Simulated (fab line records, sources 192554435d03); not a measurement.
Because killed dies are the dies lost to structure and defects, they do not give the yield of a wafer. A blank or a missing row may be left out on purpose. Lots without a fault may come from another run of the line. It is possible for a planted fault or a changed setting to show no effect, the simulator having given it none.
Chamber matching / flow n5_finfet / N5_HKMG_FIN_ALD_79 on ald_metal-01: 4 sister chambers
The step deposits TiN, target thk 1.5 nm, pulse time 1 s, purge time 3 s. 4 wafers are shown with their chamber, then 11 later ones without.

## WAFERS PAIRED WITH THEIR CHAMBERS
wafer=L092.5; chamber=1; heater_power_w (W)=906
wafer=L093.5; chamber=2; heater_power_w (W)=1003
wafer=L093.6; chamber=3; heater_power_w (W)=810
wafer=L094.1; chamber=0; heater_power_w (W)=895

## WAFERS WHOSE CHAMBER IS MISSING
wafer=L094.2; heater_power_w (W)=799
wafer=L094.3; heater_power_w (W)=916
wafer=L094.4; heater_power_w (W)=1010
wafer=L094.5; heater_power_w (W)=1008
wafer=L094.6; heater_power_w (W)=931
wafer=L097.1; heater_power_w (W)=800
wafer=L097.2; heater_power_w (W)=909
wafer=L097.3; heater_power_w (W)=987
wafer=L097.4; heater_power_w (W)=917
wafer=L097.5; heater_power_w (W)=981
wafer=L097.6; heater_power_w (W)=916

## WHICH CHAMBER EACH ONE RAN IN
wafer=L094.2; from the rows above=3; in truth=3
wafer=L094.3; from the rows above=can't be placed: 1 or 0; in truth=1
wafer=L094.4; from the rows above=2; in truth=2
wafer=L094.5; from the rows above=2; in truth=2
wafer=L094.6; from the rows above=can't be placed: 1 or 0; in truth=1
wafer=L097.1; from the rows above=3; in truth=3
wafer=L097.2; from the rows above=can't be placed: 1 or 0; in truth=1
wafer=L097.3; from the rows above=2; in truth=2
wafer=L097.4; from the rows above=can't be placed: 1 or 0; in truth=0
wafer=L097.5; from the rows above=2; in truth=2
wafer=L097.6; from the rows above=can't be placed: 1 or 0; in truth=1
6 of 11 placed correctly. From these rows, 5 cannot be placed; in 5 the true chamber is one of the candidates. Number placed wrongly: 0.
How it was worked out, from the rows above alone: a wafer's distance from a chamber is the root of the sum, over the readings, of the square of ((its reading less the chamber's mean) divided by the reading's scatter). The wafer belongs to the nearest chamber; if the next one is less than 2 further off, it can't be placed. For every chamber, the mean is computed from those of its wafers that are shown. The scatter: with one shown wafer a chamber, the root of the mean of the squares of how far each hidden wafer lies from its nearest shown one.
